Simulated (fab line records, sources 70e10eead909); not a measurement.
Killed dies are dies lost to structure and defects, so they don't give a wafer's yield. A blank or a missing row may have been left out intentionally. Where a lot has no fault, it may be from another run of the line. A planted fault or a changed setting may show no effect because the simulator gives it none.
Matching of chambers | flow nand_harc | rie_diel-07 running NHARC_P_BONDPAD_DESCUM_11: 4 sister chambers
The step chemistry O2, time 3 s. 8 wafers are shown with their chamber, then 7 later ones without.

WAFERS PAIRED WITH THEIR CHAMBERS
wafer  | chamber | oes_product_au (a.u.) | rf_vpp_V (V)
L075.3 | 0       | 0.991                 | 59.3
L084.3 | 3       | 1.008                 | 56.1
L084.5 | 1       | 0.992                 | 57.3
L084.6 | 3       | 1.016                 | 57.4
L085.2 | 1       | 0.997                 | 57.0
L085.6 | 2       | 0.997                 | 56.0
L086.4 | 0       | 0.991                 | 58.8
L086.5 | 2       | 1.003                 | 58.7

WAFERS WITHOUT THEIR CHAMBER
wafer  | oes_product_au (a.u.) | rf_vpp_V (V)
L086.6 | 0.997                 | 56.8
L088.1 | 0.993                 | 57.6
L088.2 | 0.978                 | 58.3
L088.3 | 1.012                 | 57.7
L089.3 | 1.008                 | 57.1
L089.5 | 1.006                 | 58.6
L089.6 | 1.011                 | 56.4

WHICH CHAMBER EACH WENT THROUGH
wafer  | from the rows above               | in truth
L086.6 | can't be placed: 1 or 2 or 0      | 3
L088.1 | can't be placed: 1 or 0 or 2      | 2
L088.2 | can't be placed: 0 or 1           | 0
L088.3 | 3                                 | 3
L089.3 | can't be placed: 3 or 2           | 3
L089.5 | can't be placed: 2 or 3 or 1 or 0 | 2
L089.6 | 3                                 | 3
Placed correctly: 2 of 7. Unplaceable from these rows: 5, with the true chamber sitting among the candidates in 4. Placed wrongly: 0.
How it was worked out, from the rows above alone: a wafer's distance from a chamber is the root of the sum, over the readings, of the square of ((its reading less the chamber's mean) divided by the reading's scatter). If the next closest chamber is less than 2 further off than the closest, the wafer can't be placed; otherwise it belongs to the closest. The mean given for a chamber averages the wafers shown for that chamber. The scatter is the square root of a quotient: the sum, over the shown wafers, of each reading's squared deviation from its chamber's mean, divided by wafers minus chambers.
